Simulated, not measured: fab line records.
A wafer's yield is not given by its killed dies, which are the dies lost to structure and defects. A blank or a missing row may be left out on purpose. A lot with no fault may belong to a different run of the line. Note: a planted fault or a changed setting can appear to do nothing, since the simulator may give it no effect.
Matching of chambers || flow n5Finfet || 4 sister chambers for N5_BEOL_M15_CMP_49 on cmp-03
The step polishes, stops on SiO2, t overpolish 4.9 s, target thk 850 nm. 8 wafers are shown with their chamber, then 10 later ones without.

WAFERS, EACH WITH ITS CHAMBER
{"wafer": "L083.5", "chamber": 1, "motorCurrentA (A)": 7.8, "barrierFieldEndpointS (s)": 11.19}
{"wafer": "L082.1", "chamber": 3, "motorCurrentA (A)": 10.1, "barrierFieldEndpointS (s)": 11.88}
{"wafer": "L082.4", "chamber": 0, "motorCurrentA (A)": 9.5, "barrierFieldEndpointS (s)": 11.38}
{"wafer": "L084.1", "chamber": 0, "motorCurrentA (A)": 9.1, "barrierFieldEndpointS (s)": 11.46}
{"wafer": "L084.2", "chamber": 2, "motorCurrentA (A)": 7.0, "barrierFieldEndpointS (s)": 11.57}
{"wafer": "L084.4", "chamber": 3, "motorCurrentA (A)": 9.6, "barrierFieldEndpointS (s)": 11.45}
{"wafer": "L085.3", "chamber": 1, "motorCurrentA (A)": 8.2, "barrierFieldEndpointS (s)": 11.26}
{"wafer": "L085.4", "chamber": 2, "motorCurrentA (A)": 6.8, "barrierFieldEndpointS (s)": 11.43}

WAFERS WITH NO CHAMBER GIVEN
{"wafer": "L085.5", "motorCurrentA (A)": 9.1, "barrierFieldEndpointS (s)": 11.47}
{"wafer": "L090.1", "motorCurrentA (A)": 10.0, "barrierFieldEndpointS (s)": 11.45}
{"wafer": "L090.4", "motorCurrentA (A)": 6.8, "barrierFieldEndpointS (s)": 11.32}
{"wafer": "L090.5", "motorCurrentA (A)": 9.8, "barrierFieldEndpointS (s)": 11.51}
{"wafer": "L097.1", "motorCurrentA (A)": 9.7, "barrierFieldEndpointS (s)": 11.32}
{"wafer": "L097.2", "motorCurrentA (A)": 8.0, "barrierFieldEndpointS (s)": 11.07}
{"wafer": "L097.5", "motorCurrentA (A)": 7.3, "barrierFieldEndpointS (s)": 11.17}
{"wafer": "L095.1", "motorCurrentA (A)": 8.2, "barrierFieldEndpointS (s)": 11.18}
{"wafer": "L095.4", "motorCurrentA (A)": 7.3, "barrierFieldEndpointS (s)": 11.23}
{"wafer": "L095.6", "motorCurrentA (A)": 6.7, "barrierFieldEndpointS (s)": 11.31}

WHICH CHAMBER EACH ONE RAN IN
{"wafer": "L085.5", "from the rows above": 0, "in truth": 0}
{"wafer": "L090.1", "from the rows above": "can't be placed: 3 or 0", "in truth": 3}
{"wafer": "L090.4", "from the rows above": 2, "in truth": 2}
{"wafer": "L090.5", "from the rows above": "can't be placed: 3 or 0", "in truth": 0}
{"wafer": "L097.1", "from the rows above": "can't be placed: 0 or 3", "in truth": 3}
{"wafer": "L097.2", "from the rows above": 1, "in truth": 1}
{"wafer": "L097.5", "from the rows above": "can't be placed: 2 or 1", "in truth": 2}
{"wafer": "L095.1", "from the rows above": 1, "in truth": 1}
{"wafer": "L095.4", "from the rows above": "can't be placed: 2 or 1", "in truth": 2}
{"wafer": "L095.6", "from the rows above": 2, "in truth": 2}
Correctly placed: 5 of 10. These rows do not allow placing 5 (true chamber among the candidates in 5). 0 placed wrongly.
How it was worked out, from the rows above alone: a wafer's distance from a chamber is the root of the sum, over the readings, of the square of ((its reading less the chamber's mean) divided by the reading's scatter). If the next closest chamber is less than 2 further off than the closest, the wafer can't be placed; otherwise it belongs to the closest. Each chamber's mean is taken over the wafers shown for it. The scatter: the root of (the sum of the squares of (reading less its chamber's mean) over the shown wafers, divided by (wafers less chambers)).
